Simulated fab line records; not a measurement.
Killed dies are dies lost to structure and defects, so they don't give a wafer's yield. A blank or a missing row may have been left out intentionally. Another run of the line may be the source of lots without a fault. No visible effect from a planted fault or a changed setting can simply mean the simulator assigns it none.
Matching of chambers / flow nandHarc / NHARC_A_WL_FILL_ALD_19 on aldMetal-04: 4 sister chambers
The step deposits TiN, target thk 2 nm, pulse time 3 s, ald cycles 100. 8 wafers are shown with their chamber, then 8 later ones without.

WAFERS WITH THEIR CHAMBER
wafer=L079.4; chamber=0; heaterPowerW (W)=1354; precursorPulseHeightRel=0.978
wafer=L086.3; chamber=0; heaterPowerW (W)=1305; precursorPulseHeightRel=0.990
wafer=L086.4; chamber=3; heaterPowerW (W)=1115; precursorPulseHeightRel=1.044
wafer=L086.6; chamber=1; heaterPowerW (W)=1256; precursorPulseHeightRel=1.003
wafer=L094.3; chamber=1; heaterPowerW (W)=1229; precursorPulseHeightRel=1.026
wafer=L094.4; chamber=3; heaterPowerW (W)=1112; precursorPulseHeightRel=1.000
wafer=L094.6; chamber=2; heaterPowerW (W)=1104; precursorPulseHeightRel=1.008
wafer=L091.3; chamber=2; heaterPowerW (W)=1099; precursorPulseHeightRel=0.947

WAFERS WITH NO CHAMBER GIVEN
wafer=L091.4; heaterPowerW (W)=1093; precursorPulseHeightRel=1.009
wafer=L091.5; heaterPowerW (W)=1114; precursorPulseHeightRel=1.006
wafer=L095.1; heaterPowerW (W)=1127; precursorPulseHeightRel=0.974
wafer=L095.2; heaterPowerW (W)=1271; precursorPulseHeightRel=1.025
wafer=L095.3; heaterPowerW (W)=1102; precursorPulseHeightRel=1.009
wafer=L095.4; heaterPowerW (W)=1240; precursorPulseHeightRel=0.971
wafer=L095.5; heaterPowerW (W)=1091; precursorPulseHeightRel=1.005
wafer=L095.6; heaterPowerW (W)=1285; precursorPulseHeightRel=0.972

CHAMBER TAKEN BY EACH
wafer=L091.4; from the rows above=can't be placed: 3 or 2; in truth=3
wafer=L091.5; from the rows above=can't be placed: 3 or 2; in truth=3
wafer=L095.1; from the rows above=can't be placed: 2 or 3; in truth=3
wafer=L095.2; from the rows above=can't be placed: 1 or 0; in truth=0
wafer=L095.3; from the rows above=can't be placed: 3 or 2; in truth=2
wafer=L095.4; from the rows above=1; in truth=1
wafer=L095.5; from the rows above=can't be placed: 2 or 3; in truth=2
wafer=L095.6; from the rows above=can't be placed: 0 or 1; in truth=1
Placed correctly: 1 of 8. These rows do not allow placing 7 (true chamber among the candidates in 7). Wrongly placed: 0.
How it was worked out, from the rows above alone: a wafer's distance from a chamber is the root of the sum, over the readings, of the square of ((its reading less the chamber's mean) divided by the reading's scatter). If the next closest chamber is less than 2 further off than the closest, the wafer can't be placed; otherwise it belongs to the closest. The mean given for a chamber averages the wafers shown for that chamber. The scatter: the root of (the sum of the squares of (reading less its chamber's mean) over the shown wafers, divided by (wafers less chambers)).
